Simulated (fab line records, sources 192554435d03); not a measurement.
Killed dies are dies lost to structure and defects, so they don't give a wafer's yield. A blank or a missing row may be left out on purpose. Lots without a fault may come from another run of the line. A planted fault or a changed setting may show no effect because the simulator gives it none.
One fault seen from 2 desks | flow n5_finfet | each desk has only its own numbers; what lay behind them comes last

THE TOOL OWNER'S DESK: vapor_etch-02
The tool's own readings at N5_FIN_SAQP_RECESS_63 (chemistry HF/NH3, target SiO2, target depth 18 nm, afs cycles 3, sublimation time 60 s): means of the sampled wafers that have a number, for each lot that ran on this tool. A lot is out of limits, marked OUT, if its mean lies more than 4 standard deviations from the usual mean; the brackets give that distance.
Columns: A = drypump_motor_current_A at N5_FIN_SAQP_RECESS_63, usual 5.6 A
lot  | first seen here | A
L628 | day 2 05:35     | 5.5
L631 | day 2 23:55     | 5.9
L634 | day 3 18:16     | 5.4
L636 | day 4 06:14     | 5.5
L639 | day 5 01:19     | 4.9
L644 | day 6 06:10     | 5.9
This desk's finding: nothing out of limits on any of the 6 lots.

THE DEFECT DESK
What the inspections along the route counted, lot by lot: means of the sampled wafers that have a number. A lot is out of limits, marked OUT, if its mean lies more than 4 standard deviations from the usual mean; the brackets give that distance.
Columns: A = raw_defect_count at N5_FIN_SAQP_INSPECT_40, usual 222; B = raw_defect_count at N5_FIN_CUT_INSPECT_10, usual 42; C = raw_defect_count at N5_FIN_CUT_INSPECT_17, usual 226
lot  | first seen here | A              | B             | C
L628 | day 2 07:50     | 225            | 48            | 225
L631 | day 3 02:08     | 149            | 45            | 156
L634 | day 3 20:11     | 125            | 32            | 123
L635 | day 4 02:38     | 215            | 39            | 220
L636 | day 4 08:08     | 239            | 50            | 249
L639 | day 5 03:08     | 741 (+8.1) OUT | 496 (+38) OUT | 736 (+8.1) OUT
L641 | day 5 15:09     | 318            | 55            | 307
L644 | day 6 08:26     | 313            | 179 (+11) OUT | 324
L645 | day 6 14:47     | 207            | 41            | 207
L650 | day 7 19:57     | 238            | 44            | 234
This desk's finding: out of limits on L639, L644; first on L639, day 5 03:08 (raw_defect_count at N5_FIN_SAQP_INSPECT_40). In limits: L628, L631, L634, L635, L636, L641, L645, L650.

PUT TOGETHER
The defect desk could have raised an alarm at day 5 03:08, on L639, L644.
The tool owner's desk saw nothing out of limits.
The tool owner's desk has L639, L644 on record, within its limits.
Of the lots named, all ran N5_FIN_SAQP_RECESS_63 on vapor_etch-02.

WHAT THE SIMULATOR HAD PUT IN
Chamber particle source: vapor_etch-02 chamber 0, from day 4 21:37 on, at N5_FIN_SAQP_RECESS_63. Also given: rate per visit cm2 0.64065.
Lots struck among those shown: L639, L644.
Hours from the fault's start to each desk's first reading out of limits: the defect desk, 6.
